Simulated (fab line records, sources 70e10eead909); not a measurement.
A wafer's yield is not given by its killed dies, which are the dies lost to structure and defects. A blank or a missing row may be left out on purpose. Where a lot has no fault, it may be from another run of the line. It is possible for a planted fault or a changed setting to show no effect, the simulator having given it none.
Comparing a struck lot with a sound one ; flow nandHarc ; 15 steps out of a route of 1159
Sound: wafers L612.2, L612.4, L612.5. Struck: wafers L620.1, L620.4 (left out: L620.3, a lot-mate that was not struck); the cause follows at the end.
At each step with rows: each side's tool, then ch and its chambers, then its first start. Under that, the readings that differ: sound wafers ; struck wafers ; difference of the means ; sigmas: that difference in standard deviations of wafers without a fault.
alike: readings with means less than 2 such deviations apart, plus words and numbers identical on both sides. not compared: withheld readings, readings lacking a value on some wafer, bounds such as >300 that could conceal the same value, and numbers that have no deviation in the record and whose values overlap.
A row with sigmas, a row that says differs or no value, or rows on one side alone: a step with any of these is where the two part. When numbers do not overlap yet have no deviation, they are printed without sigmas and do not part them. A reading that every wafer of one side lacks parts them only if that side has two wafers or more.

first, 8 steps without rows for these wafers: NHARC_THIN_TSV_DEHYDRATE_25 (time 120 s); NHARC_THIN_TSV_HMDS_26 (time 30 s); NHARC_THIN_TSV_COAT_27; NHARC_THIN_TSV_SOFTBAKE_28 (time 95 s); NHARC_THIN_TSV_EBR_29; NHARC_THIN_TSV_EXPOSE_30 (exposes mask PAD); NHARC_THIN_TSV_PEB_31 (peb time 85 s); NHARC_THIN_TSV_DEVELOP_32 (time 70 s).
NHARC_THIN_TSV_CD_MEAS_33 targets a cd of 5000 nm.
  sound on cdSem-03 ch 0, day 19 06:31; struck on cdSem-02 ch 0, day 21 03:41
  alike: cdNm
then, 1 step without rows for these wafers: NHARC_THIN_TSV_HARDBAKE_34 (time 80 s).
NHARC_THIN_TSV_DESCUM_35: chemistry O2, time 3 s.
  sound on rieDiel-02 ch 0,2,3, day 19 06:40; struck on rieDiel-11 ch 0,2, day 21 03:51
  alike: drypumpMotorCurrentA, oesProductAu, rfVppV, showerheadPlenumPTorr, throttleValvePct
  not compared: rfHoursCounterH
NHARC_THIN_TSV_ETCH_59: etches the open film in Cl2/BCl3, target depth 880 nm, time 138.1 s.
  sound on rieMetal-02 ch 1, day 19 06:49; struck on rieMetal-02 ch 0, day 21 03:59
  alike: drypumpMotorCurrentA, oesProductAu, throttleValvePct
  not compared: rfHoursCounterH
NHARC_THIN_TSV_ETCH_36: etches the open film in Cl2/BCl3, target depth 65 nm, time 18.571 s.
  sound on rieMetal-02 ch 0,1, day 19 07:04; struck on rieMetal-02 ch 1, day 21 04:14
reading;sound;struck;difference;sigmas
overEtchFrac;0.3 0.3 0.3;0.62969 0.62969;+0.32969;
  alike: drypumpMotorCurrentA, oesProductAu
  not compared: rfHoursCounterH
NHARC_THIN_TSV_STRIP_56: strips in O2.
  sound on plasmaAsher-01 ch 0,1, day 19 07:13; struck on plasmaAsher-02 ch 1, day 21 04:20
  alike: drypumpMotorCurrentA, heaterPowerW
  not compared: rfHoursCounterH
NHARC_END_SORT_01:
  sound on prober-01 ch 0, day 19 15:01; struck on prober-02 ch 0, day 21 18:01
  alike: defectLimitedYield, killedAtArray, killedAtOther, killedAtPeriphery, killedDies, killedOpen, killedShort, sort_bin_2_pct, sort_bin_3_pct, sort_bin_4_pct, sortNPass, sortRimYieldPct, sortYieldPct

== WHERE THEY PART ==
Nowhere in this record.

WHY: whatever the simulator had introduced
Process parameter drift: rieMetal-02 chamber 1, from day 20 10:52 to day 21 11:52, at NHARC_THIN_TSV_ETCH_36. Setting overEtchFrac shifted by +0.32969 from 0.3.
